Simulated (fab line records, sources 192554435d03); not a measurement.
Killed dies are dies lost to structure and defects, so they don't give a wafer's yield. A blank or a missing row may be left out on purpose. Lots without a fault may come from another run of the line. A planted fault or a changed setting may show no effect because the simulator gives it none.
Problem report in the 8D (eight disciplines) form, filled by code | flow n5_finfet | the parts of the form that need people (team, actions taken, sign-off) are left out

1. THE PROBLEM
spin_speed_rpm at N5_BEOL_M11_COAT_63 reads a mean of 1565.8 rpm on 6 wafers of 2 lots; wafers without a fault read 1500.0 rpm with a standard deviation of 1. That is +66 standard deviations from the usual mean.
The step: time 60 s, resist thk 100 nm.
First seen on wafer L613.1, day 15 03:13, on litho_track-01. The record holds 12 wafers of 4 lots with a number at this step. Rule for "out", or "out of limits": more than 4 standard deviations from the usual mean. The other wafers with a number count as sound.

2. WHAT IT IS AND WHAT IT IS NOT
question                    | is                     | is not
which readings at this step | spin_speed_rpm         | dispense_pressure_kPa
which lots                  | L613, L615             | L608, L617
which wafers of those lots  | all that have a number | -
read on which tools         | litho_track-01         | litho_track-04
when                        | from day 15 03:13      | up to then (3 sound wafers); but 3 sound wafers of L617 came after

3. SUSPECTS, AND WHAT RULES EACH OUT
Counting: a tool at a process step up to the reading stays a suspect if it ran every lot that is out and no sound lot after the first of them.
- litho_track-01 at N5_BEOL_M11_COAT_63 (time 60 s, resist thk 100 nm): kept. It ran every lot that is out, first L613 (day 15 03:13), and no sound lot after that; its last sound lot up to then is L608 (day 13 16:44). Its own readings are out on those wafers: spin_speed_rpm.
Left after counting: litho_track-01 at N5_BEOL_M11_COAT_63.

4. THE CAUSE (what the simulator had put in)
Process parameter drift: litho_track-01, from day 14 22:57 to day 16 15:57, at N5_BEOL_M11_COAT_63. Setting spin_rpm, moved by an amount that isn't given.
Counting left only this tool.

5. THE CHAIN OF EFFECTS, in route order
Each row: a reading whose mean over the struck wafers that have a number lies more than 3 standard deviations from the usual. Only readings for which the record gives a usual standard deviation are gone through. hours: the time from each lot's start at the first step in this table that gives one to its start at this step, as a median over the lots. sigmas: the change in usual standard deviations.
hours | step                | reading        | usual      | on struck wafers | change | sigmas
0     | N5_BEOL_M11_COAT_63 | spin_speed_rpm | 1500.0 rpm | 1565.8           | +65.8  | +66
The process steps in it:
- N5_BEOL_M11_COAT_63: time 60 s, resist thk 100 nm.

6. WHAT WOULD HAVE CAUGHT IT SOONER
In this record the first reading out of limits was taken at day 15 03:13, 4 hours after the fault began at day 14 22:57.
